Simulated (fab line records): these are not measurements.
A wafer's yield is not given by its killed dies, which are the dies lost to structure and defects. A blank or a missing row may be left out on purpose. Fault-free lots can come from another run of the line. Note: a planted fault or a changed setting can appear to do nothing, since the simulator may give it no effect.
fab line records	flow n5Finfet
[record] lots = 6	wafers = 18	lastDay = 18
route steps=1938 shown GATE_CUT@468 BEOL_M4@1111
lots untouched by any fault: they come from a run of this same line in which no faults occurred
startH: hours from the record's opening day to when the first of the lot's shown wafers began	waitH: time in hours since the lot's previous step	" as in the row above	L1.1+2: a row that stands for several wafers	- either no value or no given start	* or withheld: withheld	< > ~ a bound
route shown NAME@n: NAME is a module with steps in the file, n the number in the route of the first one	usual: average and standard deviation across the fault-free wafers	same: alike in all rows	chamber/n: place in a boat	sites: readings site by site	_std_site: standard deviation of those values	_edge_site: the outer-site mean with the inner-site mean subtracted	radiusMm: for every site, how far away it sits from the centre of the wafer	mask NAME#n: copy n	behind: the most recent tool/chamber to have shaped the wafer	hold: reason for holding the lot/hours on hold/outcome of the hold	device: the transistor (n, p or np) that didn't switch	end of line: the same wafers' tests at the end of the route	where a step has no rows: the recipe by itself	killed: not the wafer's yield, but the dies lost to structure and defects at the first sort	map: a wafer's dies, marking killed ones x, the rest . and places with no die _
set.NAME: the setting as run; set.NAME@STEP: as run at that earlier step	model.NAME: the simulator's own value behind a step, which no gauge read
lots seen at some steps along the route; tables by step, rows by wafer
services: the hour from which a tool's chamber was out of use, counted from the record's first day as startH (under 0 if before that day), plus the number of hours and why
[[steps]]
[step N5_GATE_CUT_VAPOR_ETCH_60]
[recipe] chemistry = BCl3/Cl2	target = HfO2	mode = isotropic
[step N5_GATE_CUT_ETCH_58]
[recipe] chemistry = CH3F/O2	target = SiNx	targetDepthA = 170	timeS = 128.6	ionEnergyEv = 50	pressureMtorr = 30	sourceW = 415	biasW = 21	Ar_flow_sccm = 150	CH3F_flow_sccm = 30	O2_flow_sccm = 20
[usual] CH3F_flow_sccm = 30.00/0.086	drypumpMotorCurrentA = 5.7/0.37	oesProductAu = 0.76/0.067	rfVppV = 99.0/1	showerheadPlenumPTorr = 2.00/0.073	throttleValvePct = 16.36/0.16
lot.wafer	tool	chamber	startH	waitH	CH3F_flow_sccm	drypumpMotorCurrentA	oesProductAu	rfHoursCounterH	rfVppV	showerheadPlenumPTorr	throttleValvePct
L985.2	rieDiel-04	3	107.29	0.0	29.94	6.3	0.88	31	102.3	2.14	16.30
L985.5	"	0	"	"	29.92	5.5	0.72	-	98.4	1.91	16.54
L985.6	"	3	"	"	30.03	6.3	0.88	-	98.3	2.14	16.30
L992.1	rieDiel-02	3	145.31	0.1	30.11	4.9	0.75	191	98.9	1.90	16.61
L992.4	"	0	"	"	30.09	5.7	0.67	242	98.4	2.05	16.48
L992.6	"	2	"	"	29.96	5.9	0.79	-	99.1	2.02	16.57
L994.2	rieDiel-03	1	159.85	0.0	30.02	5.7	0.79	136	99.7	2.02	16.19
L994.4	"	0	"	"	30.08	5.9	0.87	-	98.9	1.95	16.07
L994.5	"	1	"	"	30.07	5.7	0.79	-	99.2	2.02	16.18
L995.1	rieDiel-02	0	165.46	0.0	30.02	5.7	0.67	248	99.7	2.05	16.49
L995.3	"	2	"	"	29.95	5.9	0.78	134	99.8	2.02	16.57
L995.6	"	0	"	"	29.91	5.7	0.66	-	98.7	2.05	16.48
L102.2	rieDiel-03	2	206.96	0.0	29.88	6.0	0.76	174	99.0	1.91	16.38
L102.3	"	0	"	"	30.00	5.9	0.85	61	99.2	1.95	16.11
L102.6	"	0	"	"	30.17	5.9	0.85	-	98.7	1.95	16.08
L104.1	rieDiel-04	3	220.05	0.2	29.95	6.3	0.83	60	98.7	2.13	16.35
L104.4	"	0	"	"	30.05	5.5	0.69	228	99.7	1.90	16.61
L104.6	"	2	"	"	29.96	5.8	0.71	-	99.9	2.00	16.39
[step N5_GATE_CUT_STRIP_59]
[recipe] chemistry = N2/H2	timeS = 20	powerW = 100	tempC = 40	pressureMtorr = 100	rfFrequencyHz = 6e+07	biasPowerW = 3	n2FlowSccm = 300	h2FlowSccm = 300
[usual] drypumpMotorCurrentA = 5.8/0.37	oesProductAu = 0.76/0.069	rfVppV = 45.1/0.77	showerheadPlenumPTorr = 3.37/0.12	throttleValvePct = 12.25/0.21
lot.wafer	tool	chamber	startH	waitH	drypumpMotorCurrentA	oesProductAu	rfHoursCounterH	rfVppV	showerheadPlenumPTorr	throttleValvePct
L985.2	rieDiel-04	3	107.40	0.1	6.3	0.90	31	43.4	3.58	12.07
L985.5	"	0	"	"	5.5	0.71	-	45.5	3.22	12.53
L985.6	"	3	"	"	6.3	0.90	-	46.3	3.58	12.08
L992.1	rieDiel-02	3	145.41	0.1	4.9	0.74	191	45.4	3.22	12.50
L992.4	"	0	"	"	5.7	0.66	242	45.3	3.48	12.55
L992.6	"	2	"	"	5.9	0.77	-	44.4	3.39	12.46
L994.2	rieDiel-03	1	159.95	0.1	5.7	0.79	137	45.8	3.38	12.03
L994.4	"	0	"	"	5.9	0.87	-	44.4	3.29	11.95
L994.5	"	1	"	"	5.7	0.78	-	45.0	3.38	12.02
L995.1	rieDiel-02	0	165.56	0.1	5.7	0.66	248	44.9	3.48	12.55
L995.3	"	2	"	"	5.8	0.78	134	45.3	3.39	12.48
L995.6	"	0	"	"	5.7	0.66	-	46.1	3.48	12.56
L102.2	rieDiel-03	2	207.07	0.1	6.0	0.76	174	45.3	3.25	12.34
L102.3	"	0	"	"	5.9	0.85	62	45.8	3.28	11.98
L102.6	"	0	"	"	5.9	0.84	-	45.3	3.28	11.99
L104.1	rieDiel-04	3	220.15	0.1	6.3	0.86	60	47.4	3.56	12.15
L104.4	"	0	"	"	5.5	0.69	228	44.4	3.21	12.59
L104.6	"	2	"	"	5.8	0.73	-	45.1	3.35	12.20
[step N5_GATE_CUT_PRECLEAN_31]
[recipe] tempC = 23	chemistry = DIW	timeS = 300
[step N5_GATE_CUT_SRD_32]
[recipe] timeS = 30	tempC = 23	rinseLiquid = diw	dry = ipaMarangoni
[step N5_GATE_CUT_SAC_CAP_01]
[recipe] material = SiNx	targetThkA = 240	tempC = 400	aldPrecursorFamily = SiH2I2	aldCoReactant = N2/H2-plasma	pulseTimeS = 1	aldCycles = 480	purgeTimeS = 2	coReactantPurgeTimeS = 2	pressureTorr = 2
[usual] heaterPowerW = 852/68	precursorPulseHeightRel = 0.999/0.019
lot.wafer	tool	chamber	startH	waitH	heaterPowerW	precursorPulseHeightRel
L985.2	aldSin-02	2	107.61	0.0	815	0.986
L985.5	"	3	108.70	1.1	801	1.030
L985.6	"	2	"	"	838	0.986
L992.1	aldSin-04	1	145.63	0.0	730	1.006
L992.4	"	3	"	"	847	1.017
L992.6	"	3	146.71	1.1	836	0.998
L994.2	aldSin-02	0	160.17	0.0	757	0.977
L994.4	"	2	"	"	852	0.995
L994.5	"	3	161.25	1.1	814	1.007
L995.1	aldSin-04	2	166.13	0.4	894	0.968
L995.3	"	3	"	"	857	1.039
L995.6	"	1	167.22	1.5	788	1.003
L102.2	aldSin-02	1	207.29	0.0	814	0.986
L102.3	"	3	"	"	754	1.021
L102.6	"	0	208.37	1.1	799	0.976
L104.1	aldSin-04	0	220.54	0.0	931	0.991
L104.4	"	3	"	"	845	1.009
L104.6	"	0	221.63	1.1	940	0.990
[step N5_GATE_CUT_PECVD_57]
[recipe] material = SiNx	targetThkA = 210	tempC = 400	precursor = SiH4/NH3/N2	pressureTorr = 1.5	rfW = 300
[step N5_GATE_CUT_CMP_02]
[recipe] stopOn = SiO2	tOverpolishS = 12.7	postCmpClean = alkalineBrush	downForcePsi = 2.5	platenRpm = 51.8	padVelocityMS = 1.0307	targetThkNm = 0
[usual] motorCurrentA = 8.8/1	overpolishRunS = 12.701/0.0096	slurryFlowMlMin = 150.0/0.44	timeToEndpointS = 25.3/2.5
lot.wafer	tool	chamber	startH	waitH	motorCurrentA	overpolishRunS	slurryFlowMlMin	timeToEndpointS
L985.2	cmp-03	1	109.97	0.1	8.0	12.705	149.6	28.7
L985.5	"	3	"	"	8.0	12.706	150.6	28.5
L985.6	"	0	"	"	10.1	12.716	150.2	29.5
L992.4	cmp-02	0	147.89	0.0	8.7	12.688	150.0	22.4
L992.1	"	1	"	"	7.8	12.679	149.5	27.0
L992.6	"	1	"	"	7.8	12.683	150.2	26.4
L994.2	cmp-03	3	162.43	0.1	8.2	12.700	150.0	23.8
L994.4	"	2	"	"	8.4	12.717	150.1	25.6
L994.5	"	0	"	"	10.9	12.695	150.5	27.1
L995.3	cmp-02	3	168.44	0.1	8.1	12.700	150.1	25.1
L995.1	"	0	"	"	8.4	12.699	149.4	26.5
L995.6	"	3	"	"	7.6	12.711	150.0	27.1
L102.3	cmp-02	2	209.63	0.1	7.8	12.693	150.3	24.2
L102.2	"	3	"	"	7.7	12.710	149.9	25.5
L102.6	"	0	"	"	8.3	12.707	150.3	28.4
L104.1	cmp-01	1	222.81	0.1	9.7	12.694	149.6	23.2
L104.4	"	3	"	"	9.8	12.702	149.8	24.6
L104.6	"	2	"	"	10.3	12.703	150.1	25.7
[step N5_GATE_CUT_HM_DEP_46]
[recipe] material = SiO2	targetThkA = 1300	tempC = 400	precursor = TEOS/O2	pressureTorr = 6.5	rfW = 900	teosFlowSccm = 161.4	gas = O2	flowSccm = 2650	timeS = 26.6
[usual] heaterPowerW = 620/110	showerheadPlenumPTorr = 8.34/0.04	throttleValvePct = 18.7/1.1
lot.wafer	tool	chamber	startH	waitH	heaterPowerW	showerheadPlenumPTorr	throttleValvePct
L985.2	pecvd-04	2	110.22	0.0	766	8.33	19.0
L985.5	"	2	"	"	756	8.34	19.3
L985.6	"	1	"	"	787	8.35	20.6
L992.1	pecvd-01	2	148.23	0.0	456	8.30	17.8
L992.4	"	2	"	"	468	8.30	17.7
L992.6	"	0	"	"	566	8.32	19.2
L994.2	pecvd-02	1	162.77	0.0	481	8.41	18.7
L994.4	"	1	"	"	475	8.43	18.6
L994.5	"	2	"	"	501	8.30	17.5
L995.1	pecvd-01	2	168.73	0.0	515	8.28	17.8
L995.3	"	1	"	"	795	8.34	16.7
L995.6	"	0	"	"	560	8.33	19.6
L102.2	pecvd-02	0	209.88	0.0	576	8.31	18.7
L102.3	"	1	"	"	598	8.43	18.9
L102.6	"	1	"	"	438	8.41	18.5
L104.1	pecvd-04	1	223.14	0.0	693	8.36	20.8
L104.4	"	0	"	"	679	8.34	19.4
L104.6	"	0	"	"	676	8.36	19.4
[step N5_GATE_CUT_COAT_34]
[recipe] resist = SOC	tempC = 250	timeS = 60	spinRpm = 1500	resistThkNm = 60
[step N5_GATE_CUT_COAT_35]
[recipe] resist = SiARC	tempC = 220	timeS = 60	spinRpm = 1500	resistThkNm = 10
[step N5_GATE_CUT_COAT_27]
[recipe] resist = underlayer	tempC = 205	timeS = 60	spinRpm = 1500	resistThkNm = 10
[usual] heaterPowerTotalW = 391.8/1.3	plateTempC = 204.96/0.17	spinSpeedRpm = 1499.9/1
lot.wafer	tool	chamber	startH	waitH	heaterPowerTotalW	plateTempC	spinSpeedRpm
L985.2	lithoTrack-02	0	110.30	-	391.3	204.95	1499.9
L985.5	"	0	"	"	393.0	204.61	1498.7
L985.6	"	0	"	"	394.0	204.77	1499.0
L992.1	lithoTrack-02	0	148.30	-	393.4	204.90	1500.6
L992.4	"	0	"	"	393.3	204.91	1500.4
L992.6	"	0	"	"	390.9	204.98	1499.6
L994.2	lithoTrack-02	0	162.85	-	401.0	209.73	1499.5
L994.4	"	0	"	"	402.4	209.55	1500.5
L994.5	"	0	"	"	402.4	209.54	1499.6
L995.1	lithoTrack-02	0	168.80	-	402.7	209.94	1499.0
L995.3	"	0	"	"	405.2	209.85	1499.5
L995.6	"	0	"	"	400.7	209.92	1500.4
L102.2	lithoTrack-05	0	209.96	-	390.7	205.02	1500.1
L102.3	"	0	"	"	393.3	204.93	1499.5
L102.6	"	0	"	"	392.9	204.86	1500.7
L104.1	lithoTrack-01	0	223.23	-	393.1	204.91	1499.5
L104.4	"	0	"	"	393.8	204.71	1500.3
L104.6	"	0	"	"	390.1	204.84	1499.9
[step N5_GATE_CUT_COAT_07]
[recipe] resist = CAR-EUV	spinRpm = 1500	resistThkNm = 30
[step N5_BEOL_M4_RC_MEAS_101]
[usual] DIBL_N = 36.0/1.8	DIBL_P = 36.3/2.4	IOFF_N = 0.16/0.035	IOFF_P = 0.21/0.036	ION_N = 673/13	ION_P = 461/7.2	SS_N = 71.4/0.6	SS_P = 73.2/0.7	VT_N = 250/4	VT_P = -250.9/2.9
lot.wafer	tool	chamber	startH	waitH	DIBL_N[mV/V]	DIBL_P[mV/V]	IOFF_N[nA/um]	IOFF_P[nA/um]	ION_N[uA/um]	ION_P[uA/um]	SS_N[mV/dec]	SS_P[mV/dec]	VT_N[mV]	VT_P[mV]
L985.2	prober-02	0	203.03	0.2	32.9	32.1	0.10	0.13	644	448	70.9	71.7	258	-255.2
L985.5	"	0	"	"	35.6	35.7	0.15	0.18	671	465	71.2	72.7	250	-252.0
L985.6	"	0	"	"	35.2	36.3	0.14	0.18	648	450	70.9	73.5	256	-254.4
L992.1	prober-01	0	227.24	0.0	35.5	36.2	0.13	0.20	670	459	70.3	73.5	254	-251.5
L992.4	"	0	"	"	38.4	39.8	0.18	0.28	664	463	71.5	73.8	253	-247.4
L992.6	"	0	"	"	36.6	36.9	0.13	0.22	661	456	70.8	73.2	253	-249.7
L995.1	prober-02	0	249.99	0.0	33.9	33.6	0.14	0.19	684	466	71.4	72.8	249	-251.7
L995.3	"	0	"	"	33.0	32.7	0.11	0.18	661	459	71.2	72.5	255	-251.2
L995.6	"	0	"	"	33.7	32.8	0.13	0.19	664	455	70.8	72.1	253	-249.0
L994.2	prober-01	0	250.27	0.2	35.8	36.5	0.15	0.23	676	464	71.2	73.2	251	-247.1
L994.4	"	0	"	"	35.6	35.1	0.15	0.21	662	458	71.7	72.4	251	-247.1
L994.5	"	0	"	"	34.5	34.2	0.13	0.20	673	464	71.3	72.0	252	-248.3
L102.2	prober-01	0	316.53	0.2	37.0	35.1	0.16	0.21	658	455	71.8	73.0	250	-250.3
L102.3	"	0	"	"	33.7	31.9	0.10	0.16	652	455	70.8	72.6	256	-254.5
L102.6	"	0	"	"	34.6	33.9	0.11	0.18	654	457	71.3	73.2	254	-254.1
L104.1	prober-01	0	318.29	0.0	38.7	38.4	0.19	0.24	686	467	72.1	73.6	246	-247.2
L104.4	"	0	"	"	39.2	37.3	0.19	0.22	676	459	71.9	74.3	248	-250.4
L104.6	"	0	"	"	38.1	37.2	0.17	0.22	672	456	72.2	73.8	247	-249.7
[[services]]
tool	chamber	startH	hours	kind
pecvd-01	-	85.51	1.7	repair
pecvd-01	-	115.27	1.3	repair
rieDiel-04	3	116.29	12.9	repair
cmp-02	-	127.72	4.6	pm
cmp-01	-	132.22	4.6	pm
cmp-02	-	136.03	4.0	pm
cmp-02	-	140.03	-	consumableReplace:conditioner
pecvd-01	0	160.15	4.4	repair
rieDiel-02	0	174.77	-	clean
rieDiel-02	0	174.77	-	consumableReplace:focusRing
rieDiel-02	0	174.77	19.6	scheduledDown
rieDiel-02	0	174.77	19.6	ventCycle
aldSin-02	-	176.75	14.0	pm
rieDiel-04	0	176.83	7.2	repair
cmp-01	-	178.17	4.0	pm
cmp-01	-	183.39	0.2	repair
lithoTrack-02	-	188.10	-	consumableReplace:filter
pecvd-01	-	190.93	2.6	repair
rieDiel-02	1	194.32	-	clean
rieDiel-02	1	194.32	-	consumableReplace:focusRing
rieDiel-02	1	194.32	25.5	scheduledDown
rieDiel-02	1	194.32	25.5	ventCycle
rieDiel-04	0	204.06	8.8	repair
pecvd-02	2	212.62	8.6	repair
[[key]]
[firstSign] step = N5_GATE_CUT_COAT_27	reading = plateTempC	direction = up	sigmas = 29	usual = *	struck = *
[effect] step = N5_GATE_CUT_COAT_27	reading = heaterPowerTotalW	direction = up	sigmas = 8.1	usual = *	struck = *
metAt N5_GATE_CUT_COAT_27
struckWafers L994.2,L994.4,L994.5,L995.1,L995.3,L995.6
onsetBetween 148.30 162.85
[fault] kind = processParameterDrift	tool = lithoTrack-02	chamber = -	onsetH = 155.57	steps = N5_GATE_CUT_COAT_27	channel = tempC	offset = *	shape = step	endH = 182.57	actsIn = *	stated = *
